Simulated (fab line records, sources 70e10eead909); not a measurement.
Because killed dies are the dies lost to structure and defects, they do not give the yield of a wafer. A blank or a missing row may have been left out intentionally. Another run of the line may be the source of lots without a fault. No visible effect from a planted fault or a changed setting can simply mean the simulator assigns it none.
fab line records | flow nandHarc
[record] lots = 6 wafers = 18 lastDay = 23
route steps=1159 shown A_CONTACT@853 END@1159
lots that met no fault: from a run of the same line without faults
startH: start of the lot's first displayed wafer, in hours after the record's first day | waitH: hours elapsed since this lot's preceding step | " identical to the entry in the row above | L1.1+2: several wafers, shown together as one row | - no value, or no start given | * or withheld: withheld | < > ~ a bound
route shown NAME@n: a module of which the file shows steps, and the number in the route of the first | usual: mean/standard deviation taken from wafers without a fault | same: alike in all rows | chamber/n: place in a boat | sites: the reading at each site | _std_site: their standard deviation | _edge_site: inner sites' mean taken away from outer sites' mean | radiusMm: how far each site lies from the wafer's centre | mask NAME#n: copy n | behind: the tool/chamber that last shaped the wafer | hold: the reason the lot was held/the length of the hold in hours/how it ended | device: names the non-switching transistor (n, p or np) | end of line: tests of these same wafers at the route's end | a step without rows: its recipe alone | killed: the dies lost at the first sort to structure and to defects; this is not the yield of the wafer | map: per-die view of a wafer (x killed, . not killed, _ where there is no die)
set.NAME: the run value of the setting; set.NAME@STEP: its run value at that earlier step | model.NAME: the simulator's own value behind a step, which no gauge read
lots at selected steps of the route; one table per step, one row per wafer
services: when a tool's chamber went out of use (startH, in hours from the record's first day, below 0 if earlier), for how many hours, and the reason
[[steps]]
[step NHARC_A_CONTACT_DEVELOP_41]
[recipe] developTimeS = 35 devTempC = 23
[step NHARC_A_CONTACT_CD_MEAS_42]
[recipe] targetCdNm = 200 landingEnergyEv = 500
[usual] cdNm = 200.1/0.48
// columns lot.wafer tool chamber startH waitH cdNm
L978.2 cdSem-02 0 382.23 - 199.9
L978.4 " 0 " " 199.1
L978.5 " 0 " " 199.1
L977.2 cdSem-01 0 400.13 - 200.2
L977.4 " 0 " " 200.2
L977.5 " 0 " " 200.2
L982.2 cdSem-02 0 409.10 - 199.9
L982.3 " 0 " " 200.2
L982.5 " 0 " " 200.0
L991.2 cdSem-02 0 452.19 - 200.1
L991.3 " 0 " " 199.6
L991.5 " 0 " " 199.7
L993.2 cdSem-01 0 469.38 - 200.5
L993.3 " 0 " " 200.4
L993.5 " 0 " " 200.4
L998.2 cdSem-01 0 492.12 - 200.3
L998.3 " 0 " " 200.2
L998.5 " 0 " " 200.1
[step NHARC_A_CONTACT_OVL_MEAS_43]
[usual] overlayXNm = -0.2/0.71 overlayYNm = 0.0/0.78
// columns lot.wafer tool chamber startH waitH overlayXNm overlayYNm
L978.2 overlay-01 - 382.31 - 0.1 -0.9
L978.4 " - " " 0.3 -1.1
L978.5 " - " " 1.1 -1.4
L977.2 overlay-01 - 400.21 - -0.4 0.5
L977.4 " - " " -0.6 0.3
L977.5 " - " " -0.4 0.8
L982.2 overlay-02 - 409.19 - -0.8 1.5
L982.3 " - " " -1.2 1.2
L982.5 " - " " -0.7 1.5
L991.2 overlay-02 - 452.27 - -0.2 1.0
L991.3 " - " " 0.3 0.9
L991.5 " - " " -0.6 0.8
L993.2 overlay-01 - 469.46 - -0.6 -0.5
L993.3 " - " " 0.1 0.0
L993.5 " - " " -0.8 -0.2
L998.2 overlay-01 - 492.21 - -0.6 -0.7
L998.3 " - " " 0.0 0.0
L998.5 " - " " -0.2 -0.5
[step NHARC_A_CONTACT_INSPECT_44]
[usual] rawDefectCount = 27/16
// columns lot.wafer tool chamber startH waitH rawDefectCount
L978.2 defectInspect-02 - 382.35 0.0 13
L978.4 " - " " 8
L978.5 " - " " 9
L977.2 defectInspect-02 - 400.25 0.0 19
L977.4 " - " " 21
L977.5 " - " " 17
L982.2 defectInspect-02 - 409.23 0.0 39
L982.3 " - " " 37
L982.5 " - " " 31
L991.2 defectInspect-02 - 452.31 0.0 29
L991.3 " - " " 42
L991.5 " - " " 39
L993.2 defectInspect-02 - 469.50 0.0 8
L993.3 " - " " 10
L993.5 " - " " 8
L998.2 defectInspect-02 - 492.25 0.0 47
L998.3 " - " " 27
L998.5 " - " " 24
[step NHARC_A_CONTACT_DESCUM_47]
[recipe] timeS = 3 o2FlowSccm = 200 arFlowSccm = 0 biasPowerW = 0 chemistry = O2
[step NHARC_A_CONTACT_ETCH_48]
[recipe] targetDepthA = 390 overEtchFrac = 0.3 timeS = 65 ionEnergyEv = 80 cf4FlowSccm = 150 arFlowSccm = 0 rfW = 300 biasW = 100 chemistry = CF4
[step NHARC_A_CONTACT_ETCH_49]
[recipe] targetDepthA = 2600 overEtchFrac = 0.3 timeS = 475.3 ionEnergyEv = 200 n2FlowSccm = 150 h2FlowSccm = 150 arFlowSccm = 0 rfW = 400 biasW = 150 chemistry = N2/H2
[step NHARC_A_CONTACT_ETCH_50]
[recipe] targetDepthA = 847 timeS = 42.4 cf4FlowSccm = 100 chf3FlowSccm = 30 arFlowSccm = 0 rfW = 500 biasW = 200 chemistry = CF4/CHF3
[step NHARC_A_CONTACT_ETCH_51]
[recipe] targetDepthA = 36000 overEtchFrac = 0.3 timeS = 936 ionEnergyEv = 150 o2FlowSccm = 400 cosFlowSccm = 20 arFlowSccm = 0 rfW = 500 biasW = 300 chemistry = O2/COS
[step NHARC_A_CONTACT_ETCH_111]
[recipe] sourceW = withheld pressureMtorr = 20 biasV = withheld timeS = 140 targetDepthA = 7000 arFlowSccm = withheld c4f8FlowSccm = withheld o2FlowSccm = withheld chemistry = C4F8/O2/Ar
[usual] chamberPressureMTorr = 20.000/0.019
// columns lot.wafer tool chamber startH waitH chamberPressureMTorr rfHoursCounterH
L978.2 harCapEtch-02 0 383.67 - 20.017 9
L978.4 " 0 " " 19.988 -
L978.5 " 1 " " 19.990 -
L977.2 harCapEtch-03 0 401.57 - 19.969 86
L977.4 " 1 " " 19.987 -
L977.5 " 1 " " 19.977 -
L982.2 harCapEtch-03 1 411.60 - 20.007 88
L982.3 " 1 " " 20.019 -
L982.5 " 0 " " 19.970 -
L991.2 harCapEtch-03 0 453.96 - 19.995 97
L991.3 " 1 " " 20.004 -
L991.5 " 0 " " 19.997 -
L993.2 harCapEtch-03 1 470.83 - 19.987 101
L993.3 " 0 " " 19.962 -
L993.5 " 0 " " 20.001 -
L998.2 harCapEtch-02 0 493.58 - 20.022 31
L998.3 " 1 " " 19.984 -
L998.5 " 1 " " 20.021 -
[step NHARC_A_CONTACT_ETCH_112]
[recipe] sourceW = withheld pressureMtorr = 20 biasV = 3000 timeS = 94 targetDepthA = 9220 arFlowSccm = withheld c4f8FlowSccm = withheld o2FlowSccm = withheld chemistry = C4F8/O2/Ar
[step NHARC_A_CONTACT_ETCH_113]
[recipe] sourceW = withheld pressureMtorr = 20 biasV = 3000 timeS = 94 targetDepthA = 9220 arFlowSccm = withheld c4f8FlowSccm = withheld o2FlowSccm = withheld chemistry = C4F8/O2/Ar
[usual] chamberPressureMTorr = 19.999/0.017
// columns lot.wafer tool chamber startH waitH chamberPressureMTorr rfHoursCounterH
L978.2 harCapEtch-02 0 383.97 0.1 19.977 10
L978.4 " 0 " " 19.997 -
L978.5 " 1 " " 19.976 -
L977.2 harCapEtch-03 0 401.87 0.1 19.988 86
L977.4 " 1 " " 20.001 -
L977.5 " 1 " " 20.024 -
L982.2 harCapEtch-03 1 411.89 0.1 19.997 88
L982.3 " 1 " " 20.013 -
L982.5 " 0 " " 19.998 -
L991.2 harCapEtch-03 0 454.25 0.1 20.004 98
L991.3 " 1 " " 19.979 -
L991.5 " 0 " " 20.000 -
L993.2 harCapEtch-03 1 471.22 0.1 19.976 101
L993.3 " 0 " " 19.993 -
L993.5 " 0 " " 20.009 -
L998.2 harCapEtch-02 0 493.87 0.1 19.983 31
L998.3 " 1 " " 20.012 -
L998.5 " 1 " " 19.970 -
[step NHARC_A_CONTACT_ETCH_114]
[recipe] sourceW = withheld pressureMtorr = 20 biasV = 3000 timeS = 94 targetDepthA = 9220 arFlowSccm = withheld c4f8FlowSccm = withheld o2FlowSccm = withheld chemistry = C4F8/O2/Ar
[usual] chamberPressureMTorr = 20.001/0.018
// columns lot.wafer tool chamber startH waitH chamberPressureMTorr rfHoursCounterH
L978.2 harCapEtch-02 0 384.06 0.1 19.988 10
L978.4 " 0 " " 19.985 -
L978.5 " 1 " " 20.003 -
L977.2 harCapEtch-03 0 401.96 0.1 19.986 86
L977.4 " 1 " " 20.011 -
L977.5 " 1 " " 20.013 -
L982.2 harCapEtch-03 1 411.99 0.1 20.009 89
L982.3 " 1 " " 19.979 -
L982.5 " 0 " " 20.012 -
L991.2 harCapEtch-03 0 454.34 0.1 20.014 98
L991.3 " 1 " " 20.003 -
L991.5 " 0 " " 20.003 -
L993.2 harCapEtch-03 1 471.34 0.1 20.020 101
L993.3 " 0 " " 19.973 -
L993.5 " 0 " " 19.981 -
L998.2 harCapEtch-02 0 493.96 0.1 19.998 31
L998.3 " 1 " " 20.016 -
L998.5 " 1 " " 19.975 -
[step NHARC_A_CONTACT_ETCH_115]
[recipe] sourceW = withheld pressureMtorr = 20 biasV = 3000 timeS = 94 targetDepthA = 9220 arFlowSccm = withheld c4f8FlowSccm = withheld o2FlowSccm = withheld chemistry = C4F8/O2/Ar
[step NHARC_A_CONTACT_ETCH_116]
[recipe] sourceW = withheld pressureMtorr = 20 biasV = 3000 timeS = 94 targetDepthA = 9220 arFlowSccm = withheld c4f8FlowSccm = withheld o2FlowSccm = withheld chemistry = C4F8/O2/Ar
[step NHARC_A_CONTACT_ETCH_117]
[recipe] sourceW = withheld pressureMtorr = 20 biasV = 3000 timeS = 94 targetDepthA = 9220 arFlowSccm = withheld c4f8FlowSccm = withheld o2FlowSccm = withheld chemistry = C4F8/O2/Ar
[step NHARC_A_CONTACT_ETCH_118]
[recipe] sourceW = withheld pressureMtorr = 20 biasV = 3000 timeS = 94 targetDepthA = 9220 arFlowSccm = withheld c4f8FlowSccm = withheld o2FlowSccm = withheld chemistry = C4F8/O2/Ar
[usual] chamberPressureMTorr = 19.998/0.02
// columns lot.wafer tool chamber startH waitH chamberPressureMTorr rfHoursCounterH
L978.2 harCapEtch-02 0 384.42 0.1 20.036 10
L978.4 " 0 " " 19.974 -
L978.5 " 1 " " 19.998 -
L977.2 harCapEtch-03 0 402.32 0.1 20.007 86
L977.4 " 1 " " 20.006 -
L977.5 " 1 " " 19.999 -
L982.2 harCapEtch-03 1 412.35 0.1 19.985 89
L982.3 " 1 " " 19.991 -
L982.5 " 0 " " 20.030 -
L991.2 harCapEtch-03 0 454.71 0.1 19.993 98
L991.3 " 1 " " 19.997 -
L991.5 " 0 " " 20.003 -
L993.2 harCapEtch-03 1 471.83 0.1 20.040 101
L993.3 " 0 " " 20.025 -
L993.5 " 0 " " 20.002 -
L998.2 harCapEtch-02 0 494.33 0.1 19.998 31
L998.3 " 1 " " 20.027 -
L998.5 " 1 " " 19.998 -
[step NHARC_A_CONTACT_ETCH_119]
[recipe] sourceW = withheld pressureMtorr = 20 biasV = 3000 timeS = 94 targetDepthA = 9220 arFlowSccm = withheld c4f8FlowSccm = withheld o2FlowSccm = withheld chemistry = C4F8/O2/Ar
[step NHARC_A_CONTACT_ETCH_120]
[recipe] sourceW = withheld pressureMtorr = 20 biasV = 3000 timeS = 94 targetDepthA = 9220 arFlowSccm = withheld c4f8FlowSccm = withheld o2FlowSccm = withheld chemistry = C4F8/O2/Ar
[step NHARC_A_CONTACT_ETCH_121]
[recipe] sourceW = withheld pressureMtorr = 20 biasV = 3000 timeS = 94 targetDepthA = 9220 arFlowSccm = withheld c4f8FlowSccm = withheld o2FlowSccm = withheld chemistry = C4F8/O2/Ar
[step NHARC_A_CONTACT_ETCH_122]
[recipe] sourceW = withheld pressureMtorr = 20 biasV = 3000 timeS = 95 targetDepthA = 9300 arFlowSccm = withheld c4f8FlowSccm = withheld o2FlowSccm = withheld chemistry = C4F8/O2/Ar
[usual] chamberPressureMTorr = 20.000/0.016
// columns lot.wafer tool chamber startH waitH chamberPressureMTorr rfHoursCounterH
L978.2 harCapEtch-02 0 384.79 0.1 20.009 10
L978.4 " 0 " " 19.980 -
L978.5 " 1 " " 19.970 -
L977.2 harCapEtch-03 0 402.68 0.1 20.024 87
L977.4 " 1 " " 20.002 -
L977.5 " 1 " " 19.972 -
L982.2 harCapEtch-03 1 412.71 0.1 19.979 89
L982.3 " 1 " " 19.996 -
L982.5 " 0 " " 19.985 -
L991.2 harCapEtch-03 0 455.07 0.1 19.994 98
L991.3 " 1 " " 19.994 -
L991.5 " 0 " " 19.983 -
L993.2 harCapEtch-03 1 472.31 0.1 19.994 101
L993.3 " 0 " " 19.991 -
L993.5 " 0 " " 20.000 -
L998.2 harCapEtch-02 0 494.69 0.1 20.012 32
L998.3 " 1 " " 20.014 -
L998.5 " 1 " " 20.009 -
[step NHARC_A_CONTACT_ETCH_123]
[recipe] sourceW = withheld pressureMtorr = 20 biasV = 400 timeS = 253 targetDepthA = 10900 arFlowSccm = withheld c4f8FlowSccm = 11.5 o2FlowSccm = 7.2 chemistry = C4F8/O2/Ar
[step NHARC_A_CONTACT_ETCH_90]
[recipe] targetDepthA = 400 overEtchFrac = 0.5 timeS = 85.7 ionEnergyEv = 120 ch3fFlowSccm = 50 o2FlowSccm = 30 arFlowSccm = 200 rfW = 500 biasW = 100 chemistry = CH3F/O2
[step NHARC_A_CONTACT_ETCH_96]
[recipe] targetDepthA = 200 overEtchFrac = 0.5 timeS = 10 ionEnergyEv = 250 c4f6FlowSccm = 25 o2FlowSccm = 20 arFlowSccm = 500 rfW = 600 biasW = 500 chemistry = C4F6/O2
[step NHARC_A_CONTACT_CD_MEAS_53]
[usual] cdNm = 189.6/0.79
// columns lot.wafer tool chamber startH waitH cdNm
L978.2 cdSem-02 - 385.69 - 189.2
L978.4 " - " " 189.1
L978.5 " - " " 189.5
L977.2 cdSem-03 - 403.59 - 188.8
L977.4 " - " " 189.4
L977.5 " - " " 188.9
L982.2 cdSem-02 - 413.64 - 189.9
L982.3 " - " " 190.2
L982.5 " - " " 189.4
L991.2 cdSem-02 - 455.99 - 187.3
L991.3 " - " " 187.6
L991.5 " - " " 188.0
L993.2 cdSem-03 - 473.36 - 190.0
L993.3 " - " " 190.1
L993.5 " - " " 189.9
L998.2 cdSem-03 - 495.61 - 190.1
L998.3 " - " " 190.2
L998.5 " - " " 190.2
[step NHARC_A_CONTACT_STRIP_99]
[recipe] n2FlowSccm = 150 h2FlowSccm = 150 arFlowSccm = 0 biasW = 0 chemistry = N2/H2
[step NHARC_A_CONTACT_STRIP_100]
[recipe] cf4FlowSccm = 100 chf3FlowSccm = 30 arFlowSccm = 0 biasW = 0 chemistry = CF4/CHF3
[step NHARC_A_CONTACT_STRIP_101]
[recipe] o2FlowSccm = 400 cosFlowSccm = 20 arFlowSccm = 0 biasW = 0 chemistry = O2/COS
[step NHARC_A_CONTACT_ETCH_102]
[recipe] targetDepthA = 700 overetchA = 70 timeS = 38.5 ionEnergyEv = 100 cf4FlowSccm = 80 o2FlowSccm = 20 arFlowSccm = 0 rfW = 300 biasW = 100 chemistry = CF4/O2
[step NHARC_A_CONTACT_STRIP_55]
[recipe] o2FlowSccm = 500 arFlowSccm = 0 biasW = 0 chemistry = O2
[step NHARC_A_CONTACT_STRIP_56]
[recipe] timeS = 600 tempC = 30 chemistry = postEtchResidueRemover
[step NHARC_A_CONTACT_DEP_57]
[recipe] targetThkA = 28000 tempC = 400 material = aC
[step NHARC_A_CONTACT_DEP_58]
[recipe] targetThkA = 600 targetThkNm = 60 tempC = 400 pressureTorr = 3.5 flowSccm = 200 rfW = 350 material = SiON
[usual] chamberPressureTorr = 3.499/0.0076 heaterPowerW = 761/84
// columns lot.wafer tool chamber startH waitH chamberPressureTorr heaterPowerW
L978.2 pecvd-03 1 388.38 1.2 3.504 798
L978.4 " 1 " " 3.501 780
L978.5 " 2 " " 3.497 686
L977.2 pecvd-04 2 406.53 1.4 3.506 843
L977.4 " 2 " " 3.495 847
L977.5 " 0 " " 3.505 729
L982.3 pecvd-04 0 418.90 0.9 3.490 814
L982.2 " 1 " " 3.509 748
L982.5 " 0 " " 3.504 798
L991.3 pecvd-04 0 459.33 0.9 3.502 734
L991.2 " 1 " " 3.501 649
L991.5 " 0 " " 3.496 758
L993.2 pecvd-04 1 477.17 1.2 3.504 651
L993.3 " 0 " " 3.496 714
L993.5 " 1 " " 3.502 670
L998.3 pecvd-01 0 498.63 0.9 3.505 656
L998.2 " 1 " " 3.502 674
L998.5 " 2 " " 3.517 827
[step NHARC_A_CONTACT_DEHYDRATE_59]
[recipe] tempC = 150 timeS = 120
[step NHARC_A_CONTACT_HMDS_60]
[recipe] timeS = 30
[step NHARC_A_CONTACT_COAT_61]
[recipe] tempC = 260 timeS = 75
[step NHARC_A_CONTACT_COAT_62]
[recipe] tempC = 225 timeS = 65
[step NHARC_A_CONTACT_COAT_63]
[recipe] spinRpm = 1500 resistThkNm = 90
[step NHARC_A_CONTACT_SOFTBAKE_64]
[recipe] tempC = 105 timeS = 55
[step NHARC_A_CONTACT_EBR_65]
[step NHARC_A_CONTACT_EXPOSE_66]
[recipe] na = 1.35 sigmaOuter = 0.8 doseMj = 59.02 maskId = A_CC_2
[step NHARC_A_CONTACT_PEB_67]
[recipe] pebTempC = 100 pebTimeS = 65
[step NHARC_END_SORT_01]
[recipe] tempC = 25
[usual] killedAtArray = 26/9.9 killedAtOther = 0.8/1 killedAtPeriphery = 2.8/2.2 killedDies = 29/9.9 killedOpen = 3.2/1.8 killedShort = 2.1/1.4
[same] grossDies = 677
// columns lot.wafer tool chamber startH waitH killedAtArray killedAtOther killedAtPeriphery killedDies killedOpen killedShort
L977.2 prober-02 0 472.22 2.8 23 0 2 25 4 0
L977.4 prober-02 0 473.83 3.4 20 0 2 22 2 2
L977.5 prober-02 0 474.64 3.7 20 1 3 24 2 1
L982.2 prober-02 0 481.72 2.8 38 0 0 38 2 5
L982.3 prober-02 0 482.51 3.1 31 0 0 31 1 1
L982.5 prober-02 0 484.10 3.7 31 0 2 33 2 3
L991.2 prober-01 0 528.51 2.8 110 0 3 113 2 2
L991.3 prober-01 0 529.31 3.1 109 0 5 114 4 1
L991.5 prober-01 0 530.90 3.7 121 0 3 124 4 2
L993.2 prober-02 0 541.47 2.8 109 2 3 114 2 2
L993.3 prober-02 0 542.28 3.1 99 1 6 106 8 2
L993.5 prober-02 0 543.90 3.7 100 1 5 106 4 2
// killed by level:class
L977.2 A_SLIT:chamberFilmFlake=7 A_STAIRCASE:chamberFilmFlake=5 A_CONTACT:chamberFilmFlake=4 A_BONDPAD:chamberFilmFlake=3 P_M0:geometricParticle:open=2 A_CHANNEL_HOLE_D1:chamberFilmFlake=2 A_ONON_D1:geometricParticle:open=1 A_CONTACT:geometricParticle:open=1
L977.4 A_SLIT:chamberFilmFlake=8 A_CHANNEL_HOLE_D1:chamberFilmFlake=4 A_ONON_D1:geometricParticle:short=2 P_GATE:chamberFilmFlake=2 A_STAIRCASE:chamberFilmFlake=2 A_WL_FILL:geometricParticle:open=1 A_CONTACT:geometricParticle:open=1 A_CONTACT:chamberFilmFlake=1
L977.5 A_SLIT:chamberFilmFlake=8 A_CONTACT:chamberFilmFlake=3 A_BONDPAD:chamberFilmFlake=3 A_M1:chamberFilmFlake=2 P_GATE:geometricParticle:short=1 P_M1:geometricParticle:open=1 A_ONON_D1:geometricParticle:open=1 P_GATE:chamberFilmFlake=1
L982.2 A_SLIT:chamberFilmFlake=13 A_CHANNEL_HOLE_D1:chamberFilmFlake=11 A_STAIRCASE:chamberFilmFlake=4 A_SGD_CUT:geometricParticle:short=2 A_CHANNEL_FILL_D1:geometricParticle:open=1 A_SGD_CUT:geometricParticle:open=1 A_WL_FILL:geometricParticle:short=1 A_CONTACT:geometricParticle:short=1
L982.3 A_CHANNEL_HOLE_D1:chamberFilmFlake=14 A_SLIT:chamberFilmFlake=8 A_CONTACT:chamberFilmFlake=4 A_STAIRCASE:chamberFilmFlake=2 A_ONON_D1:geometricParticle:short=1 A_CHANNEL_FILL_D1:geometricParticle:open=1 A_ZERO_WELL:chamberFilmFlake=1
L982.5 A_CHANNEL_HOLE_D1:chamberFilmFlake=14 A_SLIT:chamberFilmFlake=6 A_STAIRCASE:chamberFilmFlake=3 A_CONTACT:chamberFilmFlake=3 P_GATE:geometricParticle:open=1 A_SOURCE_PLATE:geometricParticle:open=1 A_ONON_D1:geometricParticle:short=1 A_WL_FILL:geometricParticle:short=1
L991.2 A_CONTACT:unspecified=87 A_CHANNEL_HOLE_D1:chamberFilmFlake=13 A_STAIRCASE:chamberFilmFlake=5 P_M2:chamberFilmFlake=2 P_CONTACT:geometricParticle:open=1 A_SOURCE_PLATE:geometricParticle:short=1 A_CHANNEL_HOLE_D1:geometricParticle:short=1 A_CONTACT:geometricParticle:open=1
L991.3 A_CONTACT:unspecified=95 A_STAIRCASE:chamberFilmFlake=8 P_M2:chamberFilmFlake=2 A_WL_FILL:chamberFilmFlake=2 P_GATE:geometricParticle:open=1 P_CONTACT:geometricParticle:open=1 A_STAIRCASE:geometricParticle:short=1 A_CONTACT:geometricParticle:open=1
L991.5 A_CONTACT:unspecified=88 A_CHANNEL_HOLE_D1:chamberFilmFlake=16 A_STAIRCASE:chamberFilmFlake=9 A_WL_FILL:geometricParticle:open=2 P_STI:chamberFilmFlake=2 P_M1:geometricParticle:open=1 A_SOURCE_PLATE:geometricParticle:short=1 A_STAIRCASE:geometricParticle:short=1
L993.2 A_CONTACT:unspecified=94 A_CHANNEL_HOLE_D1:chamberFilmFlake=4 A_STAIRCASE:chamberFilmFlake=3 A_M1:chamberFilmFlake=3 A_WL_FILL:geometricParticle:short=2 P_GATE:chamberFilmFlake=2 THIN_TSV:chamberFilmFlake=2 P_M0:geometricParticle:open=1
L993.3 A_CONTACT:unspecified=83 A_CHANNEL_HOLE_D1:chamberFilmFlake=8 A_CONTACT:geometricParticle:open=3 A_CONTACT:chamberFilmFlake=2 P_GATE:geometricParticle:short=1 P_GATE:geometricParticle:open=1 P_M0:geometricParticle:open=1 P_M0:geometricParticle:short=1
L993.5 A_CONTACT:unspecified=89 A_CHANNEL_HOLE_D1:chamberFilmFlake=4 P_M0:geometricParticle:open=1 P_M2:geometricParticle:open=1 A_SGD_CUT:geometricParticle:short=1 A_SLIT:geometricParticle:short=1 A_CONTACT:geometricParticle:open=1 A_BLC:geometricParticle:open=1
// map L991.5 (x killed, . not)
____________.____________
_________......._________
_______xx........x_______
______x..........x.______
_____xxx............_____
____x.x............x.____
____xx.x.............____
___..xx..x............___
___..x................___
__....x.x..............__
__.....................__
_......................._
_..........x......x....._
_...........x..........._
_.........x............._
_.......x..x............_
.........x...............
..............x..........
............x............
x.............x..........
.........x............x..
_.......x.......x......._
_...x..xx..............._
_...xxxx.x.............._
_..xxxxxxx.............._
_..xxxxxxx.xx..........._
__xxxxxxxx...........x.__
__xxxxxxxxxx...........__
___xxxxxxxxx..........___
___xxxxxxxxx..........___
____xxxxxx.x.........____
____xxxxxxx..........____
_____xxxxx.........x_____
______xxxxx........______
_______xxx........_______
_________......._________
____________.____________
// map L993.2 (x killed, . not)
____________.____________
_________......._________
_______xx........._______
______xxx..........______
_____x.xx..........._____
____xxxxxx.xx........____
____xxxxxx...........____
___xxxxxxxxxx....x....___
___xxxxxxxxx..........___
__xxxxxxxxx..........x.__
__xxxxxxxxx............__
_..xxxxxxxx............._
_..xxxxxxx.........x...._
_..xxxxxxx.............._
_..xxxxxxxx.....x......._
_..xxxxx................_
......x.x................
.........................
.........................
....................x....
................x....x...
_......x....x..........._
_x......................_
_......................._
_......................._
_................x......_
__.....................__
__...............x.....__
___...................___
___...................___
____.xx..............____
____..xx.....x.......____
_____..............._____
______x............______
_______..........._______
_________......._________
____________.____________
[[services]]
// columns tool chamber startH hours kind
pecvd-01 2 362.14 21.4 repair
pecvd-03 0 373.80 4.0 repair
pecvd-04 - 376.36 13.0 pm
pecvd-04 0 376.36 13.0 ventCycle
pecvd-04 1 376.36 13.0 ventCycle
pecvd-04 2 376.36 13.0 ventCycle
pecvd-04 0 389.36 - clean
pecvd-04 1 389.36 - clean
pecvd-04 2 389.36 - clean
harCapEtch-03 - 394.39 0.1 repair
pecvd-04 1 400.73 6.5 repair
pecvd-03 0 417.01 3.6 repair
pecvd-01 - 418.18 13.0 pm
pecvd-01 0 418.18 13.0 ventCycle
pecvd-01 1 418.18 13.0 ventCycle
pecvd-01 2 418.18 13.0 ventCycle
pecvd-01 0 431.18 - clean
pecvd-01 1 431.18 - clean
pecvd-01 2 431.18 - clean
pecvd-03 - 473.26 13.0 pm
pecvd-03 0 473.26 13.0 ventCycle
pecvd-03 1 473.26 13.0 ventCycle
pecvd-04 - 486.03 0.9 repair
pecvd-04 - 490.01 1.8 repair
[[key]]
[firstSign] step = NHARC_END_SORT_01 reading = killedDies direction = up sigmas = 8.4 usual = 29 struck = 113
[effect] step = NHARC_END_SORT_01 reading = killedAtArray direction = up sigmas = 8.3 usual = 26 struck = 108
[moreKillsBornAt] NHARC_A_CONTACT_ETCH_114@harCapEtch-03 = 520
metAt NHARC_A_CONTACT_ETCH_114
struckWafers L991.2,L991.3,L991.5,L993.2,L993.3,L993.5
testerLeftOut L991,L993
onsetBetween 411.99 454.34
alsoFits NHARC_A_CONTACT_ETCH_111:harCapEtch-03,NHARC_A_CONTACT_ETCH_113:harCapEtch-03,NHARC_A_CONTACT_ETCH_118:harCapEtch-03,NHARC_A_CONTACT_ETCH_122:harCapEtch-03
[fault] kind = chamberParticleSource tool = harCapEtch-03 chamber = - onsetH = 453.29 steps = NHARC_A_CONTACT_ETCH_114 ratePerVisitCm2 = 2.0501 endH = 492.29
// testerLeftOut: of these lots the tester's yield and bins aren't shown, on N5 and GAA mostly nor the transistor test; their killed dies are dies lost to structure and defects alone, not to doping, threshold or leakage, so they don't give the yield
